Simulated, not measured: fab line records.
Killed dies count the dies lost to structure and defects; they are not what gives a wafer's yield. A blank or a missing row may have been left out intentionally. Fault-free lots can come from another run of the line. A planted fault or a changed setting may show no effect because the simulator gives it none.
Which tool is to blame? :: flow nand harc :: 6 lots with 18 wafers sampled at 3 steps, on a route of 1159 steps

## WHAT EACH GAUGE READ, for each wafer
NHARC_P_ZERO_WELL_CD_MEAS_37: the cd target is 720 nm.
lot: L692
measured: day 2 04:01
on: cd sem-02
cd nm (nm): 720.1 720.6 719.8

lot: L695
measured: day 2 22:16
on: cd sem-02
cd nm (nm): 724.9 721.3 720.1

lot: L698
measured: day 3 16:07
on: cd sem-03
cd nm (nm): 788.6 788.2 786.6

lot: L703
measured: day 4 22:11
on: cd sem-01
cd nm (nm): 717.8 719.6 719.5

lot: L708
measured: day 6 04:06
on: cd sem-01
cd nm (nm): 717.5 716.1 721.9

lot: L713
measured: day 7 10:01
on: cd sem-02
cd nm (nm): 718.6 719.9 720.8

## WHAT TOOL EACH LOT RAN ON (gives the tool, then ch and the chambers of the sampled wafers, and finally the start)
lot: L692
NHARC_P_ZERO_WELL_ETCH_62: rie diel-05 ch 1,2, day 2 03:52 or earlier
NHARC_P_ZERO_WELL_EXPOSE_34: krf scanner-03 ch 0, day 2 03:52

lot: L695
NHARC_P_ZERO_WELL_ETCH_62: rie diel-04 ch 0,1,2, day 2 22:07 or earlier
NHARC_P_ZERO_WELL_EXPOSE_34: krf scanner-01 ch 0, day 2 22:07

lot: L698
NHARC_P_ZERO_WELL_ETCH_62: rie diel-05 ch 0,1, day 3 15:58 or earlier
NHARC_P_ZERO_WELL_EXPOSE_34: krf scanner-02 ch 0, day 3 15:58

lot: L703
NHARC_P_ZERO_WELL_ETCH_62: rie diel-13 ch 0,1,3, day 4 22:01 or earlier
NHARC_P_ZERO_WELL_EXPOSE_34: krf scanner-01 ch 0, day 4 22:01

lot: L708
NHARC_P_ZERO_WELL_ETCH_62: rie diel-04 ch 1,2,3, day 6 03:57 or earlier
NHARC_P_ZERO_WELL_EXPOSE_34: krf scanner-03 ch 0, day 6 03:57

lot: L713
NHARC_P_ZERO_WELL_ETCH_62: rie diel-05 ch 0,1,2, day 7 09:52 or earlier
NHARC_P_ZERO_WELL_EXPOSE_34: krf scanner-01 ch 0, day 7 09:52
- NHARC_P_ZERO_WELL_ETCH_62: etches the open film in CHF3/Ar, target depth 13 nm, time 6.5 s.
- NHARC_P_ZERO_WELL_EXPOSE_34: exposes mask P PWELL, target cd 720 nm.

## THE ANSWER, worked out from the rows above alone
Rule: the lots themselves supply what counts as usual. Put in order of their means at a reading, lots are off if they are a third of the lots or fewer, leave a main group of 4 or more, and stand apart from it by a gap of 3 or more times the standard deviation of the main group's means; of several such gaps the widest counts. A main group whose means are all the same, to the digits that the tables above print for the reading, isn't used. A lot without any number at a reading at which 4 lots or more have one is off too. The other lots that the step has rows for count as sound.
Off: L698 (NHARC_P_ZERO_WELL_CD_MEAS_37, cd nm). Main group: mean 719.9 nm, sd 1.2.
If a tool, at a process step before that reading, ran all the lots that are off and no sound lot after the first of them, it fits. The gauges at NHARC_P_ZERO_WELL_CD_MEAS_37 are tried like those tools. Because NHARC_P_ZERO_WELL_ETCH_62 lacks a start for some lots, the hours and order of its lots are taken from NHARC_P_ZERO_WELL_EXPOSE_34. This does not decide it: 2 tools fit, namely krf scanner-02 at NHARC_P_ZERO_WELL_EXPOSE_34 and cd sem-03 at NHARC_P_ZERO_WELL_CD_MEAS_37.

## WHAT HAD BEEN PUT IN BY THE SIMULATOR
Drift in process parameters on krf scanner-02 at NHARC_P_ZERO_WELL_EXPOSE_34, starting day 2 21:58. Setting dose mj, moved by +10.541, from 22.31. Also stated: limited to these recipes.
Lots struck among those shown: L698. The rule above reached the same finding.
